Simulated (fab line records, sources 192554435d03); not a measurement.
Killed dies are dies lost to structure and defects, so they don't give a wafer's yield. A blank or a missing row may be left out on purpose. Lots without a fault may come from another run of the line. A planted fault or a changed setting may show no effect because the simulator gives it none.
A struck lot beside a sound one | flow n5_finfet | 15 steps out of a route of 1938
Sound: wafers L567.2, L567.3, L567.6. Struck: wafer L570.4. (L570.3, L570.5 of the same lot were not struck and are left out.) The cause comes at the end.
At each step with rows: each side's tool, then ch and its chambers, then its first start. Under that, the readings that differ: sound wafers | struck wafers | difference of the means | sigmas: that difference in standard deviations of wafers without a fault.
alike: readings whose means differ by less than 2 such deviations, and words and numbers that are the same on both sides. not compared: withheld readings, readings that some wafer has no value for, bounds like >300 that may hide the same value, and numbers for which the record gives no deviation and whose values overlap.
The two part at a step that has a row with sigmas, a row that says differs or no value, or rows on one side only. Numbers that don't overlap but have no deviation are shown without sigmas and don't part them. A reading that every wafer of one side lacks parts them only if that side has two wafers or more.

first, 8 steps without rows for these wafers: N5_MIM_TOP_LITHO_HMDS_01 (time 60 s); N5_MIM_TOP_LITHO_COAT_02; N5_MIM_TOP_LITHO_EBR_04; N5_MIM_TOP_LITHO_SOFTBAKE_03 (time 90 s); N5_MIM_TOP_LITHO_EXPOSE_05 (exposes mask MIM TOP, target cd 2000 nm); N5_MIM_TOP_LITHO_PEB_06; N5_MIM_TOP_LITHO_DEVELOP_07 (develop time 60 s); N5_MIM_TOP_LITHO_HARDBAKE_09 (time 120 s).
N5_MIM_TOP_LITHO_CD_MEAS_08: target cd 2000 nm.
  sound on cd_sem-03 ch 0, day 11 23:02; struck on cd_sem-01 ch 0, day 13 04:13
  reading    | sound                | struck | difference | sigmas
  cd_nm (nm) | 1999.6 1999.6 2000.1 | 1994.1 | -5.7       | -3
N5_MIM_TOP_LITHO_OVL_MEAS_11:
  sound on overlay-01 ch 0, day 11 23:04; struck on overlay-01 ch 0, day 13 04:15
  reading          | sound     | struck | difference | sigmas
  MIM_TOP_OVL (nm) | 0 -15 -16 | 1      | +11        | +2
N5_MIM_TOP_LITHO_INSPECT_12: inspects for defects (macro).
  sound on defect_inspect-01, day 11 23:05; struck on defect_inspect-01, day 13 04:16
  alike: raw_defect_count
N5_MIM_TOP_LITHO_DESCUM_10: chemistry O2, time 7.9 s.
  sound on rie_diel-01 ch 1,2, day 11 23:07; struck on rie_diel-01 ch 0, day 13 04:47
  reading                     | sound       | struck | difference | sigmas
  drypump_motor_current_A (A) | 6.3 6.1 6.4 | 5.4    | -0.9       | -2
  alike: oes_product_au, rf_vpp_V, showerhead_plenum_p_Torr, temp_c, throttle_valve_pct
  not compared: rf_hours_counter_h
N5_MIM_TOP_ETCH_ETCH_00: etches TiN in Cl2/BCl3, target depth 38.5 nm.
  sound on rie_metal-03 ch 0, day 11 23:13; struck on rie_metal-01 ch 0, day 13 04:55
  reading                                  | sound            | struck | difference | sigmas
  model.etch.depth_nm (nm)                 | 39.37 39.55 39.5 | 59.6   | +20.1      |
  model.MIM_TOP_ETCH.feature_depth_nm (nm) | 39.4 39.6 39.4   | 59.6   | +20.1      |
  alike: drypump_motor_current_A, oes_product_au, throttle_valve_pct
  not compared: rf_hours_counter_h, model.coat_of_MIM_TOP_LITHO_COAT_02.thk_nm
N5_MIM_TOP_ETCH_STRIP_01: strips in O2.
  sound on rie_diel-03 ch 0,2,3, day 11 23:21; struck on rie_diel-03 ch 0, day 13 05:01
  alike: drypump_motor_current_A, oes_product_au, rf_vpp_V, showerhead_plenum_p_Torr, temp_c, throttle_valve_pct
  not compared: rf_hours_counter_h
then, 1 step without rows for these wafers: N5_PASSIVATION_PROBE_49.

WHERE THEY PART
First at N5_MIM_TOP_LITHO_CD_MEAS_08; last, within this record, at N5_MIM_TOP_LITHO_DESCUM_10. Later steps at which nothing parts them and some readings are alike: N5_MIM_TOP_ETCH_ETCH_00, N5_MIM_TOP_ETCH_STRIP_01.

WHY: what the simulator had put in
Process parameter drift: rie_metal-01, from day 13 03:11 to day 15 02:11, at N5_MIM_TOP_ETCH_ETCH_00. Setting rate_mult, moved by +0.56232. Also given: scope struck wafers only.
